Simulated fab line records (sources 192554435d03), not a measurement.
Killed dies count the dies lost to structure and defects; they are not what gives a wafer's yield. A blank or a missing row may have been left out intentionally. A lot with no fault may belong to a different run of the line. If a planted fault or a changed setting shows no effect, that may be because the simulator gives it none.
Matching of chambers || flow n5_finfet || rie_diel-06 running N5_FIN_CUT_DESCUM_13: 4 sister chambers
The step chemistry O2, time 7 s. 4 wafers are shown with their chamber, then 8 later ones without.

WAFERS WITH THEIR CHAMBER
{"wafer": "L081.3", "chamber": 2, "throttle_valve_pct (%)": 20.44}
{"wafer": "L082.4", "chamber": 3, "throttle_valve_pct (%)": 20.19}
{"wafer": "L083.1", "chamber": 0, "throttle_valve_pct (%)": 20.12}
{"wafer": "L089.1", "chamber": 1, "throttle_valve_pct (%)": 20.56}

WAFERS MISSING THEIR CHAMBER
{"wafer": "L089.5", "throttle_valve_pct (%)": 20.15}
{"wafer": "L089.6", "throttle_valve_pct (%)": 20.57}
{"wafer": "L095.2", "throttle_valve_pct (%)": 20.59}
{"wafer": "L095.5", "throttle_valve_pct (%)": 20.46}
{"wafer": "L095.6", "throttle_valve_pct (%)": 20.24}
{"wafer": "L096.3", "throttle_valve_pct (%)": 20.47}
{"wafer": "L096.5", "throttle_valve_pct (%)": 20.46}
{"wafer": "L096.6", "throttle_valve_pct (%)": 20.59}

THE CHAMBER EACH PASSED THROUGH
{"wafer": "L089.5", "from the rows above": "can't be placed: 0 or 3", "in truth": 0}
{"wafer": "L089.6", "from the rows above": 1, "in truth": 1}
{"wafer": "L095.2", "from the rows above": 1, "in truth": 1}
{"wafer": "L095.5", "from the rows above": 2, "in truth": 2}
{"wafer": "L095.6", "from the rows above": 3, "in truth": 3}
{"wafer": "L096.3", "from the rows above": 2, "in truth": 2}
{"wafer": "L096.5", "from the rows above": 2, "in truth": 2}
{"wafer": "L096.6", "from the rows above": 1, "in truth": 1}
Correct placement for 7 of the 8. From these rows, 1 cannot be placed; in 1 the true chamber is one of the candidates. 0 placed wrongly.
How it was worked out, from the rows above alone: a wafer's distance from a chamber is the root of the sum, over the readings, of the square of ((its reading less the chamber's mean) divided by the reading's scatter). The wafer belongs to the nearest chamber; if the next one is less than 2 further off, it can't be placed. A chamber's mean is the mean of its shown wafers. The scatter (one wafer shown for each chamber): square how far every hidden wafer sits from the nearest shown wafer, average those squares and take the square root.
